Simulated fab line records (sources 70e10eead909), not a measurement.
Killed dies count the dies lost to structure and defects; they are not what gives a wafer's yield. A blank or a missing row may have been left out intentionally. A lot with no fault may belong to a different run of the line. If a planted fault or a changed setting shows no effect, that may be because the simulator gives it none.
Chamber matching	flow nand harc	NHARC_A_BLC_ALD_23 on ald metal-03: 4 sister chambers
The step deposits TiN, target thk 3 nm, pulse time 1 s, ald cycles 150. 4 wafers are shown with their chamber, then 12 later ones without.

== WAFERS WITH THEIR CHAMBER ==
wafer	chamber	heater power w (W)
L087.3	0	836
L087.5	1	1151
L090.3	2	1061
L090.5	3	1195

== WAFERS WHOSE CHAMBER IS MISSING ==
wafer	heater power w (W)
L090.1	1170
L090.2	809
L090.6	878
L092.4	1044
L092.5	904
L092.6	1147
L093.3	893
L093.4	1141
L093.5	1042
L096.2	1172
L096.3	1066
L096.4	1052

== THE CHAMBER EACH PASSED THROUGH ==
wafer	from the rows above	in truth
L090.1	can't be placed: 1 or 3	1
L090.2	0	0
L090.6	0	0
L092.4	2	2
L092.5	0	0
L092.6	can't be placed: 1 or 3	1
L093.3	0	0
L093.4	can't be placed: 1 or 3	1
L093.5	2	2
L096.2	can't be placed: 1 or 3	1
L096.3	2	2
L096.4	2	2
Correct placement for 8 of the 12. Unplaceable from these rows: 4, with the true chamber sitting among the candidates in 4. Number placed wrongly: 0.
How it was worked out, from the rows above alone: a wafer's distance from a chamber is the root of the sum, over the readings, of the square of ((its reading less the chamber's mean) divided by the reading's scatter). The wafer belongs to the nearest chamber; if the next one is less than 2 further off, it can't be placed. The mean given for a chamber averages the wafers shown for that chamber. The scatter (one wafer shown for each chamber): square how far every hidden wafer sits from the nearest shown wafer, average those squares and take the square root.
